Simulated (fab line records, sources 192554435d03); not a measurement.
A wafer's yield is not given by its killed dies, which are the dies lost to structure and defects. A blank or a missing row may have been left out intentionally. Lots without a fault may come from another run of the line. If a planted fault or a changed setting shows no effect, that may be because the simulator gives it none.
Split-lot trial ; flow n5Finfet ; route with 1938 steps; 7 lots, 21 wafers read

== ABOUT THE SPLIT ==
At N5_BEOL_M3_COAT_67 (time 60 s, resist thk 60 nm), the setting spinRpm was moved away from the recipe's 1500 rpm on 3 of the 21 wafers read, by -7.9% to -5.9%. The other wafers ran this setting at the recipe's value.

== FROM THE SPLIT TO THE READING: what the file shows between them, 8 steps ==
- N5_BEOL_M3_COAT_22: resist thk 30 nm (also split here: spinRpm)
- N5_BEOL_M3_EBR_24
- N5_BEOL_M3_SOFTBAKE_23: time 60 s
- N5_BEOL_M3_EXPOSE_25: exposes mask V2, defocus 5 nm
- N5_BEOL_M3_PEB_26: peb time 60 s
- N5_BEOL_M3_DEVELOP_27: develop time 30 s
- N5_BEOL_M3_ALD_98: deposits SiO2, target thk 2.5 nm, pulse time 1 s, co reactant pulse time 1 s
- N5_BEOL_M3_ETCHBACK_99: etches SiO2 in CHF3, target depth 5 nm, time 10.4 s

== THE READING ==
etch.depthNm (the simulator's own value, which no gauge read), in nm, at N5_BEOL_M3_ETCH_70 (etches SOC in N2/H2, target depth 80 nm, overetch 16 nm, time 120 s). No usual value for it is given in the file. The 18 wafers here that ran the recipe average 59.99 nm, standard deviation 0.15 nm.

wafer;tool, chamber at the split;spinRpm as run, rpm;against the recipe;etch.depthNm, nm;against lot-mates on the recipe
L075.3;lithoTrack-02, 0;1500;recipe;60.15;-
L075.4;lithoTrack-02, 0;1500;recipe;60.31;-
L075.6;lithoTrack-02, 0;1500;recipe;60.01;-
L076.2;lithoTrack-03, 0;1500;recipe;60.04;-
L076.3;lithoTrack-03, 0;1500;recipe;60.09;-
L076.5;lithoTrack-03, 0;1412;-5.9%;61.93;+1.87
L078.3;lithoTrack-04, 0;1500;recipe;60.17;-
L078.4;lithoTrack-04, 0;1500;recipe;59.99;-
L078.6;lithoTrack-04, 0;1500;recipe;60.09;-
L081.1;lithoTrack-03, 0;1500;recipe;59.91;-
L081.2;lithoTrack-03, 0;1500;recipe;59.69;-
L081.5;lithoTrack-03, 0;1500;recipe;59.8;-
L086.1;lithoTrack-03, 0;1500;recipe;60.14;-
L086.2;lithoTrack-03, 0;1500;recipe;59.95;-
L086.4;lithoTrack-03, 0;1500;recipe;60.06;-
L087.1;lithoTrack-03, 0;1500;recipe;59.89;-
L087.3;lithoTrack-03, 0;1500;recipe;59.85;-
L087.4;lithoTrack-03, 0;1500;recipe;59.91;-
L096.3;lithoTrack-03, 0;1382;-7.9%;62.26;+2.45
L096.4;lithoTrack-03, 0;1382;-7.9%;62.25;+2.44
L096.5;lithoTrack-03, 0;1500;recipe;59.81;-

FIT RESULTS
A straight line over all 21 wafers: etch.depthNm changes by -0.297 nm for each +1% of spinRpm; r = -0.98; the points scatter about the line by 0.16 nm.
The same after taking each lot's own level away (the mean of its wafers on the recipe; 21 wafers): -0.312 nm for each +1%; r = -1.00; scatter 0.075 nm.
The reading moves by 2.5 nm for the largest change in spinRpm, on that fit.
The lots' own levels span 59.800 to 60.157 nm, that is 2.4 times the standard deviation above.
So the lot-to-lot level changes the slope little: the two slopes agree.
Check: +2.46 nm against its lot-mates is what the line predicts for one of the wafers moved furthest among these (-7.9%) when that wafer is left out of the fit. Against them it came out at +2.45 nm.

== FURTHER SPLITS ON THESE WAFERS ==
These wafers also went through other splits before the reading. Each is held against what the fit with the lots' levels taken away leaves over:
other split on the same wafers;wafers away from the commonest value;r with etch.depthNm (lot level and that fit taken away)
N5_BEOL_M0_ETCH_109 biasW;8;-0.01
N5_BEOL_M1_HM_DEP_02 targetThkA;7;+0.05
N5_BEOL_M1_COAT_61 spinRpm;7;-0.06
N5_BEOL_M1_DEP_57 timeS;8;+0.37
N5_BEOL_M3_COAT_22 spinRpm;5;-0.05

== THE WHOLE CHAIN: every reading that the file lists as answering this split, in the file's order ==
step;what it does;reading;change (the file's fit);r (the file's)
N5_BEOL_M3_COAT_67;time 60 s, resist thk 60 nm;SOC_of_BEOL_M3_COAT_67.thkNm (the simulator's own value, which no gauge read);-0.318 nm for each +1% of the setting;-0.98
N5_BEOL_M3_ETCH_70;etches SOC in N2/H2, target depth 80 nm, overetch 16 nm, time 120 s;etch.depthNm (the simulator's own value, which no gauge read);-0.313 nm for each +1% of the setting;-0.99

== THE FILE'S OWN FIT ==
etch.depthNm changes by -0.313 nm for each +1% of spinRpm, r = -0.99.
